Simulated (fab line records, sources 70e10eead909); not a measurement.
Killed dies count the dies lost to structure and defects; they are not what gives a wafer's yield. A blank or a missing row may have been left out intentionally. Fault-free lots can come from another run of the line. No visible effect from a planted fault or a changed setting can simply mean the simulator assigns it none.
8D (eight disciplines) problem report, filled in by code || flow nand harc || the parts of the form that need people (team, actions taken, sign-off) are left out

== 1. THE ISSUE ==
killed at array at NHARC_END_SORT_01 reads a mean of 675 on 2 wafers of 2 lots; wafers without a fault read 27 with a standard deviation of 10. That puts it +65 standard deviations away from the usual mean.
First seen on wafer L263.4, day 21 08:05, on prober-02. Wafers with a number at this step in the record: 2, from 2 lots. The rule behind "out" and "out of limits": a value lying over 4 standard deviations away from the usual mean. Any other wafer with a number is counted as sound.

== 2. WHAT IT IS; WHAT IT IS NOT ==
{"question": "which readings at this step", "is": "killed at array, killed dies", "is not": "killed at other, killed at periphery, killed open, killed short"}
{"question": "which lots", "is": "L263, L266", "is not": "-"}
{"question": "which wafers of those lots", "is": "all that have a number", "is not": "-"}
{"question": "read on which gauges", "is": "prober-01, prober-02", "is not": "-"}
{"question": "when", "is": "from day 21 08:05", "is not": "up to then (0 sound wafers)"}

== 3. SUSPECTS, AND WHAT RULES EACH OUT ==
Counting: a tool at any process step up to the reading remains a suspect when it ran all the lots that are out and ran no sound lot after the first of those.
- the gauge at NHARC_END_SORT_01 has been ruled out. Those wafers that are out were read across 2 gauges (prober-01, prober-02).
- rie diel-09 at NHARC_A_SGD_CUT_DESCUM_14 (chemistry O2, time 3 s): kept. It ran every lot that is out, first L263 (day 15 16:18), and no sound lot after that.
- rie diel-09 at NHARC_A_SGD_CUT_ETCH_58 (etches the open film in CF4, target depth 39 nm, time 65 s): kept. It ran every lot that is out, first L263 (day 15 16:23), and no sound lot after that.
- rie diel-09 at NHARC_A_SGD_CUT_ETCH_59 (etches the open film in N2/H2, target depth 260 nm, time 406.25 s): kept. It ran every lot that is out, first L263 (day 15 16:53), and no sound lot after that. With no start given for some of its lots, NHARC_A_SGD_CUT_ETCH_59 uses the hours and lot order of NHARC_A_SGD_CUT_ETCH_16.
- rie diel-09 at NHARC_A_SGD_CUT_ETCH_15 (etches the open film in CH3F/O2, target depth 75 nm, time 64.3 s): kept. It ran every lot that is out, first L263 (day 15 16:53), and no sound lot after that. With no start given for some of its lots, NHARC_A_SGD_CUT_ETCH_15 uses the hours and lot order of NHARC_A_SGD_CUT_ETCH_16.
- rie diel-09 at NHARC_A_SGD_CUT_ETCH_16 (etches the open film in C4F8/O2/Ar, target depth 310.5 nm, time 155.2 s): kept. It ran every lot that is out, first L263 (day 15 16:53), and no sound lot after that. Out on those wafers are its own readings of oes product au.
Left after counting: rie diel-09 at NHARC_A_SGD_CUT_DESCUM_14, rie diel-09 at NHARC_A_SGD_CUT_ETCH_58, rie diel-09 at NHARC_A_SGD_CUT_ETCH_59, rie diel-09 at NHARC_A_SGD_CUT_ETCH_15, rie diel-09 at NHARC_A_SGD_CUT_ETCH_16.

== 4. THE CAUSE (what the simulator had put in) ==
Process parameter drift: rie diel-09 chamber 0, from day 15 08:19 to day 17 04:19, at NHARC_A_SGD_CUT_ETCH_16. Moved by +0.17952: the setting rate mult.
This tool is one of the 5 suspects left after counting.

== 5. THE CHAIN OF EFFECTS, in route order ==
Each row: a reading whose mean over the struck wafers that have a number lies more than 3 standard deviations from the usual. Only readings for which the record gives a usual standard deviation are gone through. hours: the time from each lot's start at the first step in this table that gives one to its start at this step, as a median over the lots. sigmas: the change in usual standard deviations.
{"hours": 0, "step": "NHARC_A_SGD_CUT_ETCH_16", "reading": "oes product au", "usual": "0.975 a.u.", "on struck wafers": 1.072, "change": "+0.097", "sigmas": "+5.7"}
{"hours": 132, "step": "NHARC_END_SORT_01", "reading": "killed at array", "usual": 27, "on struck wafers": 675, "change": "+648", "sigmas": "+65"}
{"hours": 132, "step": "NHARC_END_SORT_01", "reading": "killed dies", "usual": 30, "on struck wafers": 677, "change": "+647", "sigmas": "+65"}
Here are the process steps it includes:
- NHARC_A_SGD_CUT_ETCH_16: etches the open film in C4F8/O2/Ar, target depth 310.5 nm, time 155.2 s.

== 6. WHAT WOULD HAVE CAUGHT IT SOONER ==
144 hours passed between the start of the fault at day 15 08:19 and the first reading out of limits at a measuring or inspecting step in this record, taken at day 21 08:05.
Tool's own readings at NHARC_A_SGD_CUT_ETCH_16, oes product au: out on all struck wafers the step has rows for; an alarm limit on them would have tripped on the first.
Each of the lots that are out, 2 in all, had begun NHARC_A_SGD_CUT_ETCH_16 on rie diel-09 no later than day 21 08:05. Holding the tool at that point would not have protected any of them.
